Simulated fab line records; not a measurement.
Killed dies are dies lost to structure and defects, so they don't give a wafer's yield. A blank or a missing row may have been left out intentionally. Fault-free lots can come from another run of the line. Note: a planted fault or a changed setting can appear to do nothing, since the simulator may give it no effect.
Problem report, 8D (eight disciplines) form, completed by code || flow n5_finfet || the parts of the form that need people (team, actions taken, sign-off) are left out

== 1. THE PROBLEM ==
cd_nm at N5_BEOL_M2_CD_MEAS_28 reads a mean of 29.67 nm on 6 wafers of 2 lots; wafers without a fault read 26.28 nm with a standard deviation of 0.25. Measured from the usual mean, that is +14 standard deviations.
The step: target cd 26.2 nm, target cd y 24.1 nm.
First observed at day 8 16:37: wafer L151.1, on cd_sem-02. At this step, 24 wafers from 8 lots have a number in the record. The rule behind "out" and "out of limits": a value lying over 4 standard deviations away from the usual mean. Any other wafer with a number is counted as sound.

== 2. WHAT THIS IS AND IS NOT ==
{"question": "which readings at this step", "is": "cd_nm", "is not": "-"}
{"question": "which lots", "is": "L151, L152", "is not": "L143, L147, L148, L157, L158, L161"}
{"question": "which wafers of those lots", "is": "all that have a number", "is not": "-"}
{"question": "read on which gauges", "is": "cd_sem-02, cd_sem-03", "is not": "cd_sem-01"}
{"question": "when", "is": "from day 8 16:37", "is not": "up to then (9 sound wafers); but 9 sound wafers of L157, L158, L161 came after"}

== 3. THE SUSPECTS, EACH WITH WHAT RULES IT OUT ==
Counting: a tool at a process step up to the reading stays a suspect if it ran every lot that is out and no sound lot after the first of them.
- the gauge at N5_BEOL_M2_CD_MEAS_28 is ruled out. 2 gauges (cd_sem-02, cd_sem-03) read the wafers that are out.
- euv_scanner-02 at N5_BEOL_M2_EXPOSE_25 (exposes mask V1, defocus 5 nm): kept. Every lot that is out went through it, starting with L151 (day 8 16:28), and after that it ran no sound lot; the last sound lot it ran before then is L148 (day 7 23:54). Out on those wafers are its own readings of exposure_dose_mJ_cm2.
The count leaves euv_scanner-02 at N5_BEOL_M2_EXPOSE_25.

== 4. THE CAUSE (what the simulator had put in) ==
Process parameters drifting: euv_scanner-02 at N5_BEOL_M2_EXPOSE_25, beginning at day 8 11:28. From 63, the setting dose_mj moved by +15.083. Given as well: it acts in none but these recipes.
This tool alone remained once counting was done.

== 5. THE EFFECT CHAIN, in route order ==
Each row: a reading whose mean over the struck wafers that have a number lies more than 3 standard deviations from the usual. Only readings for which the record gives a usual standard deviation are gone through. hours: the time from each lot's start at the first step in this table that gives one to its start at this step, as a median over the lots. sigmas: the change in usual standard deviations.
{"hours": 0, "step": "N5_BEOL_M2_EXPOSE_25", "reading": "exposure_dose_mJ_cm2", "usual": 62.90, "on struck wafers": 76.49, "change": "+13.59", "sigmas": "+99 or more"}
{"hours": 0, "step": "N5_BEOL_M2_CD_MEAS_28", "reading": "cd_nm", "usual": "26.28 nm", "on struck wafers": 29.67, "change": "+3.39", "sigmas": "+14"}
{"hours": 35, "step": "N5_BEOL_M4_RC_MEAS_101", "reading": "CHAIN_V1", "usual": "228 ohm/link", "on struck wafers": 180, "change": -48, "sigmas": -5.7}
{"hours": 35, "step": "N5_BEOL_M4_RC_MEAS_101", "reading": "CHAIN_V1_max_site", "usual": "237 ohm/link", "on struck wafers": 190, "change": -47, "sigmas": -5.2}
{"hours": 137, "step": "N5_PASSIVATION_PROBE_49", "reading": "defect_limited_yield", "usual": "91.4 %", "on struck wafers": 83.7, "change": -7.7, "sigmas": -5.1}
{"hours": 137, "step": "N5_PASSIVATION_PROBE_49", "reading": "killed_at_M0_to_M3", "usual": 32, "on struck wafers": 122, "change": "+90", "sigmas": "+9.1"}
{"hours": 137, "step": "N5_PASSIVATION_PROBE_49", "reading": "killed_dies", "usual": 102, "on struck wafers": 192, "change": "+90", "sigmas": "+5.3"}
{"hours": 137, "step": "N5_PASSIVATION_PROBE_49", "reading": "killed_on_rim", "usual": 14, "on struck wafers": 48, "change": "+34", "sigmas": "+7.8"}
{"hours": 137, "step": "N5_PASSIVATION_PROBE_49", "reading": "sort_n_pass", "usual": 1078, "on struck wafers": 988, "change": -90, "sigmas": -5.0}
{"hours": 137, "step": "N5_PASSIVATION_PROBE_49", "reading": "sort_yield_pct", "usual": "91.3 %", "on struck wafers": 83.7, "change": -7.6, "sigmas": -5.1}
Here are the process steps it includes:
- N5_BEOL_M2_EXPOSE_25: exposes mask V1, defocus 5 nm.
- N5_PASSIVATION_PROBE_49
Later measuring or inspecting steps at which every struck wafer that the step has a row for has a number for every such reading, and none has moved that far: N5_BEOL_M2_OVL_MEAS_29.

== 6. HOW IT WOULD HAVE BEEN CAUGHT EARLIER ==
Counted from the fault's start at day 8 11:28, it took 5 hours until the first out-of-limits reading at a measuring or inspecting step in this record, taken at day 8 16:37.
At N5_BEOL_M2_EXPOSE_25, the tool's own readings (exposure_dose_mJ_cm2) were out on each struck wafer the step has a row for, so an alarm limit on them would have fired on the first such wafer.
Of the lots that are out (2), L152 began N5_BEOL_M2_EXPOSE_25 on euv_scanner-02 after day 8 16:37. A hold on the tool at that time would have spared it.
